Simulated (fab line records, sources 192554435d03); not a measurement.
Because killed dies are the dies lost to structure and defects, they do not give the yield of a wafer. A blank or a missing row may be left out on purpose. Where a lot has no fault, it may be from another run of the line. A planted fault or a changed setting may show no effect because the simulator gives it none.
fab line records | flow n5-finfet | part 2 of 2: steps 21 to 33 of 33
record: lots: 5 | wafers: 15 | last-day: 18
route steps=1938 shown SD_EPI_P@303 SD_ACTIVATION@330 ILD0@335
lots that met no fault: from a run of the same line without faults
start-h: hours from the record's first day to the start of the lot's first wafer shown | wait-h: hours since the lot's step before | " unchanged from the row above | L1.1+2: several wafers, shown together as one row | - either no value or no given start | * or withheld: withheld | < > ~ a bound
route shown NAME@n: NAME is a module with steps in the file, n the number in the route of the first one | usual: the fault-free wafers' mean and standard deviation | same: alike in all rows | chamber/n: place in a boat | sites: readings site by site | _std_site: standard deviation across them | _edge_site: inner sites' mean taken away from outer sites' mean | radius-mm: how far each site lies from the wafer's centre | mask NAME#n: copy n | behind: tool/chamber where the wafer was last shaped | hold: why the lot went on hold/how many hours it stayed there/how the hold came to an end | device: which transistor (n, p or np) failed to switch | end of line: the tests these same wafers got at the end of their route | a step given without rows: its recipe and nothing more | killed: not the wafer's yield, but the dies lost to structure and defects at the first sort | map: the dies of a wafer, with x for killed, . for not killed, _ for no die there
set.NAME: the setting as run; set.NAME@STEP: as run at that earlier step | model.NAME: the simulator's own value behind a step, which no gauge read
certain route steps with their lots: each step a table, each wafer a row
services: the hour from which a tool's chamber was out of use, counted from the record's first day as start-h (under 0 if before that day), plus the number of hours and why
== steps ==
step: N5_SD_EPI_P_HM_STRIP_48
recipe: chemistry: H3PO4 | temp-c: 160 | material: SiNx | target: SiNx | target-depth-a: 30 | overetch-fraction: 0.3
lot.wafer  | tool         | chamber | start-h | wait-h
L076.1+3+6 | wet-bench-03 | 6,5,2   | 74.02   | 0.0
L077.1+2+4 | wet-bench-03 | 3,1,7   | 76.01   | 0.0
L084.2+4+5 | wet-bench-02 | 5,3,1   | 118.59  | 0.0
L091.1+2+5 | wet-bench-02 | 3,5,4   | 160.34  | 0.0
L095.4+5+6 | wet-bench-05 | 4,0,3   | 183.83  | 0.0
step: N5_SD_EPI_P_SRD_49
recipe: dry: ipa-marangoni | time-s: 30 | temp-c: 23 | rinse-liquid: diw
lot.wafer  | tool         | chamber | start-h | wait-h
L076.1+3+6 | wet-bench-03 | 6,5,2   | 74.07   | 0.0
L077.1+2+4 | wet-bench-03 | 3,1,7   | 76.06   | 0.0
L084.2+4+5 | wet-bench-02 | 5,3,1   | 118.64  | 0.0
L091.1+2+5 | wet-bench-02 | 3,5,4   | 160.39  | 0.0
L095.4+5+6 | wet-bench-05 | 4,0,3   | 183.88  | 0.0
step: N5_SD_EPI_P_PRECLEAN_24
recipe: chemistry: O3/DIW | time-s: 45 | temp-c: 22 | o3-ppm: 10
lot.wafer  | tool         | chamber | start-h | wait-h
L076.1+3+6 | wet-bench-03 | 6,5,2   | 74.09   | 0.0
L077.1+2+4 | wet-bench-03 | 3,1,7   | 76.08   | 0.0
L084.2+4+5 | wet-bench-02 | 5,3,1   | 118.66  | 0.0
L091.1+2+5 | wet-bench-02 | 3,5,4   | 160.42  | 0.0
L095.4+5+6 | wet-bench-05 | 4,0,3   | 183.90  | 0.0
step: N5_SD_EPI_P_PRECLEAN_32
recipe: chemistry: dHF | time-s: 10 | dilution: 500:1 | temp-c: 25
lot.wafer  | tool         | chamber | start-h | wait-h
L076.1+3+6 | wet-bench-03 | 6,5,2   | 74.10   | 0.0
L077.1+2+4 | wet-bench-03 | 3,1,7   | 76.09   | 0.0
L084.2+4+5 | wet-bench-02 | 5,3,1   | 118.67  | 0.0
L091.1+2+5 | wet-bench-02 | 3,5,4   | 160.43  | 0.0
L095.4+5+6 | wet-bench-05 | 4,0,3   | 183.91  | 0.0
step: N5_SD_EPI_P_PRECLEAN_33
recipe: chemistry: SC2 | time-s: 45 | temp-c: 35 | mix: 1:1:50
lot.wafer  | tool         | chamber | start-h | wait-h
L076.1+3+6 | wet-bench-03 | 6,5,2   | 74.11   | 0.0
L077.1+2+4 | wet-bench-03 | 3,1,7   | 76.09   | 0.0
L084.2+4+5 | wet-bench-02 | 5,3,1   | 118.67  | 0.0
L091.1+2+5 | wet-bench-02 | 3,5,4   | 160.43  | 0.0
L095.4+5+6 | wet-bench-05 | 4,0,3   | 183.92  | 0.0
step: N5_SD_EPI_P_SRD_25
recipe: time-s: 30 | temp-c: 23 | rinse-liquid: diw | dry: ipa-marangoni
lot.wafer  | tool         | chamber | start-h | wait-h
L076.1+3+6 | wet-bench-03 | 6,5,2   | 74.12   | 0.0
L077.1+2+4 | wet-bench-03 | 3,1,7   | 76.11   | 0.0
L084.2+4+5 | wet-bench-02 | 5,3,1   | 118.68  | 0.0
L091.1+2+5 | wet-bench-02 | 3,5,4   | 160.45  | 0.0
L095.4+5+6 | wet-bench-05 | 4,0,3   | 183.93  | 0.0
step: N5_SD_EPI_P_INSPECT_26
recipe: inspect-instrument: darkfield | mode: post-epi
usual: raw-defect-count: 180/35
lot.wafer | tool              | chamber | start-h | wait-h | raw-defect-count
L076.1    | defect-inspect-01 | -       | 74.16   | 0.0    | 281
L076.3    | "                 | -       | "       | "      | 213
L076.6    | "                 | -       | "       | "      | 250
L077.1    | defect-inspect-02 | -       | 76.15   | 0.0    | 134
L077.2    | "                 | -       | "       | "      | 159
L077.4    | "                 | -       | "       | "      | 148
L084.2    | defect-inspect-01 | -       | 118.72  | 0.0    | 218
L084.4    | "                 | -       | "       | "      | 198
L084.5    | "                 | -       | "       | "      | 226
L091.1    | defect-inspect-02 | -       | 160.49  | 0.0    | 159
L091.2    | "                 | -       | "       | "      | 228
L091.5    | "                 | -       | "       | "      | 172
L095.4    | defect-inspect-02 | -       | 183.98  | 0.0    | 153
L095.5    | "                 | -       | "       | "      | 148
L095.6    | "                 | -       | "       | "      | 158
step: N5_SD_ACTIVATION_RTA_00
recipe: temp-c: 975 | time-s: 0 | ambient: N2 | idle-temp-c: 600 | ramp-up-c-per-s: 150 | ramp-down-c-per-s: 60 | cool-to-c: 600
usual: lamp-power-pct: 8.96/0.053 | lamp_zone_6_pct: 8.877/0.028 | wafer_temp_C_max: 974.9/1.8
lot.wafer | tool          | chamber | start-h | wait-h | lamp-power-pct | lamp_zone_6_pct | wafer_temp_C_max
L076.1    | rtp-anneal-01 | 0       | 74.19   | 0.0    | 8.95           | 8.913           | 975.9
L076.3    | "             | 0       | "       | "      | 8.87           | 8.879           | 975.0
L076.6    | "             | 0       | "       | "      | 8.98           | 8.863           | 975.2
L077.1    | rtp-anneal-01 | 0       | 76.25   | 0.1    | 9.00           | 8.875           | 977.4
L077.2    | "             | 0       | "       | "      | 8.97           | 8.867           | 973.4
L077.4    | "             | 0       | "       | "      | 8.94           | 8.844           | 973.5
L084.2    | rtp-anneal-02 | 0       | 118.78  | 0.1    | 8.91           | 8.889           | 971.4
L084.4    | "             | 0       | "       | "      | 8.95           | 8.856           | 974.8
L084.5    | "             | 0       | "       | "      | 8.98           | 8.918           | 976.1
L091.1    | rtp-anneal-01 | 0       | 160.51  | 0.0    | 8.94           | 8.876           | 978.3
L091.2    | "             | 0       | "       | "      | 8.98           | 8.890           | 971.5
L091.5    | "             | 0       | "       | "      | 8.86           | 8.824           | 975.1
L095.4    | rtp-anneal-02 | 0       | 184.09  | 0.1    | 8.98           | 8.889           | 976.2
L095.5    | "             | 0       | "       | "      | 8.93           | 8.860           | 976.7
L095.6    | "             | 0       | "       | "      | 9.00           | 8.858           | 976.3
step: N5_SD_ACTIVATION_LSA_01
recipe: temp-c: 1080 | time-s: 0.0008 | ambient: N2
usual: wafer_temp_C_max: 1085.6/1.2
lot.wafer | tool            | chamber | start-h | wait-h | wafer_temp_C_max
L076.1    | laser-anneal-01 | 0       | 74.39   | 0.2    | 1084.1
L076.3    | "               | 0       | "       | "      | 1084.4
L076.6    | "               | 0       | "       | "      | 1085.4
L077.1    | laser-anneal-02 | 0       | 76.46   | 0.2    | 1085.4
L077.2    | "               | 0       | "       | "      | 1085.3
L077.4    | "               | 0       | "       | "      | 1085.0
L084.2    | laser-anneal-02 | 0       | 118.98  | 0.2    | 1085.4
L084.4    | "               | 0       | "       | "      | 1084.7
L084.5    | "               | 0       | "       | "      | 1087.1
L091.1    | laser-anneal-02 | 0       | 160.72  | 0.2    | 1084.1
L091.2    | "               | 0       | "       | "      | 1084.6
L091.5    | "               | 0       | "       | "      | 1086.8
L095.4    | laser-anneal-02 | 0       | 184.29  | 0.2    | 1085.2
L095.5    | "               | 0       | "       | "      | 1085.2
L095.6    | "               | 0       | "       | "      | 1086.4
step: N5_SD_ACTIVATION_RS_MEAS_03
recipe: thk-meas-gauge: four-point-probe
usual: RS_SD_N: 22.0/0.31 | RS_SD_P: 56.2/1.2
lot.wafer | tool          | chamber | start-h | wait-h | RS_SD_N[ohm/sq] | RS_SD_P[ohm/sq]
L076.1    | film-metro-01 | -       | 74.60   | 0.2    | 21.6            | 58.3
L076.3    | "             | -       | "       | "      | 21.9            | 57.4
L076.6    | "             | -       | "       | "      | 22.1            | 56.8
L077.1    | film-metro-02 | -       | 76.68   | 0.2    | 21.8            | 54.4
L077.2    | "             | -       | "       | "      | 22.0            | 55.2
L077.4    | "             | -       | "       | "      | 21.9            | 55.2
L084.2    | film-metro-02 | -       | 119.18  | 0.2    | 21.8            | 57.0
L084.4    | "             | -       | "       | "      | 22.0            | 56.8
L084.5    | "             | -       | "       | "      | 22.3            | 56.7
L091.1    | film-metro-02 | -       | 160.92  | 0.2    | 22.2            | 57.1
L091.2    | "             | -       | "       | "      | 21.7            | 56.6
L091.5    | "             | -       | "       | "      | 21.9            | 56.9
L095.4    | film-metro-02 | -       | 184.47  | 0.1    | 22.4            | 57.0
L095.5    | "             | -       | "       | "      | 21.7            | 57.3
L095.6    | "             | -       | "       | "      | 21.9            | 57.4
step: N5_SD_ACTIVATION_INSPECT_02
recipe: inspect-instrument: darkfield | mode: post-anneal
usual: raw-defect-count: 180/36
lot.wafer | tool              | chamber | start-h | wait-h | raw-defect-count
L076.1    | defect-inspect-02 | -       | 74.93   | 0.2    | 283
L076.3    | "                 | -       | "       | "      | 218
L076.6    | "                 | -       | "       | "      | 254
L077.1    | defect-inspect-01 | -       | 77.00   | 0.2    | 118
L077.2    | "                 | -       | "       | "      | 153
L077.4    | "                 | -       | "       | "      | 143
L084.2    | defect-inspect-02 | -       | 119.48  | 0.1    | 230
L084.4    | "                 | -       | "       | "      | 214
L084.5    | "                 | -       | "       | "      | 236
L091.1    | defect-inspect-02 | -       | 161.24  | 0.2    | 159
L091.2    | "                 | -       | "       | "      | 218
L091.5    | "                 | -       | "       | "      | 180
L095.4    | defect-inspect-01 | -       | 184.73  | 0.1    | 152
L095.5    | "                 | -       | "       | "      | 140
L095.6    | "                 | -       | "       | "      | 157
step: N5_ILD0_LINER_00
recipe: material: SiNx | target-thk-a: 40 | temp-c: 400 | ald-precursor-family: SiH2I2 | ald-co-reactant: N2/H2-plasma | pulse-time-s: 1 | purge-time-s: 2 | co-reactant-purge-time-s: 2 | ald-cycles: 80 | pressure-torr: 2
usual: heater-power-w: 777/71 | precursor-pulse-height-rel: 0.998/0.02
lot.wafer | tool       | chamber | start-h | wait-h | heater-power-w | precursor-pulse-height-rel
L076.1    | ald-sin-03 | 1       | 74.96   | 0.0    | 650            | 1.039
L076.3    | "          | 2       | "       | "      | 785            | 1.042
L076.6    | "          | 2       | "       | "      | 774            | 0.987
L077.1    | ald-sin-04 | 0       | 77.30   | 0.3    | 816            | 1.041
L077.2    | "          | 3       | "       | "      | 722            | 1.001
L077.4    | "          | 2       | "       | "      | 802            | 1.052
L084.2    | ald-sin-04 | 2       | 119.51  | 0.0    | 797            | 0.991
L084.4    | "          | 3       | "       | "      | 713            | 1.024
L084.5    | "          | 3       | "       | "      | 722            | 0.995
L091.1    | ald-sin-04 | 2       | 161.28  | 0.0    | 813            | 0.994
L091.2    | "          | 3       | "       | "      | 732            | 0.993
L091.5    | "          | 1       | "       | "      | 715            | 1.026
L095.4    | ald-sin-03 | 0       | 184.82  | 0.1    | 707            | 0.967
L095.5    | "          | 2       | "       | "      | 778            | 1.002
L095.6    | "          | 1       | "       | "      | 654            | 1.031
step: N5_ILD0_FCVD_FILL_01
recipe: material: SiO2_flowable | target-thk-a: 2000 | temp-c: 100 | pressure-torr: 0.8 | rf-w: 2000 | time-s: 328.3
lot.wafer  | tool    | chamber | start-h | wait-h
L076.1+3+6 | fcvd-01 | 0,0,1   | 75.38   | 0.2
L077.1+2+4 | fcvd-01 | 0,1,1   | 77.71   | 0.2
L084.2+4+5 | fcvd-02 | 0,1,0   | 119.93  | 0.2
L091.1+2+5 | fcvd-02 | 1       | 161.69  | 0.2
L095.4+5+6 | fcvd-01 | 0,1,0   | 185.36  | 0.3
== services ==
tool            | chamber | start-h | hours | kind
rie-diel-05     | 1       | 53.03   | 12.9  | repair
fcvd-01         | -       | 55.63   | 2.4   | repair
ald-sin-04      | 1       | 56.92   | 36.9  | repair
laser-anneal-02 | -       | 57.60   | 3.4   | pm
fcvd-01         | -       | 60.67   | 0.8   | repair
ald-sin-04      | 2       | 61.59   | 15.3  | repair
fcvd-02         | 0       | 62.08   | 5.0   | repair
epi-rpcvd-02    | -       | 66.03   | 1.7   | repair
fcvd-02         | -       | 74.99   | 7.5   | pm
wet-bench-03    | -       | 80.09   | 1.6   | repair
rie-diel-04     | -       | 86.96   | 1.0   | repair
plasma-asher-01 | -       | 89.33   | 6.2   | repair
rie-diel-05     | 2       | 91.74   | 2.1   | repair
fcvd-01         | -       | 101.85  | 28.1  | pm
ald-sin-04      | -       | 104.09  | 1.6   | repair
epi-rpcvd-01    | -       | 113.99  | 27.2  | pm
ald-sin-04      | -       | 134.13  | 3.2   | repair
ald-sin-03      | -       | 153.63  | 2.8   | pm
epi-rpcvd-01    | -       | 155.38  | 8.1   | pm
fcvd-01         | -       | 156.45  | 1.6   | repair
fcvd-02         | 0       | 157.77  | 15.6  | repair
rie-diel-04     | 3       | 158.32  | 14.6  | repair
laser-anneal-02 | -       | 167.67  | 2.6   | repair
wet-bench-03    | -       | 185.08  | 5.5   | repair
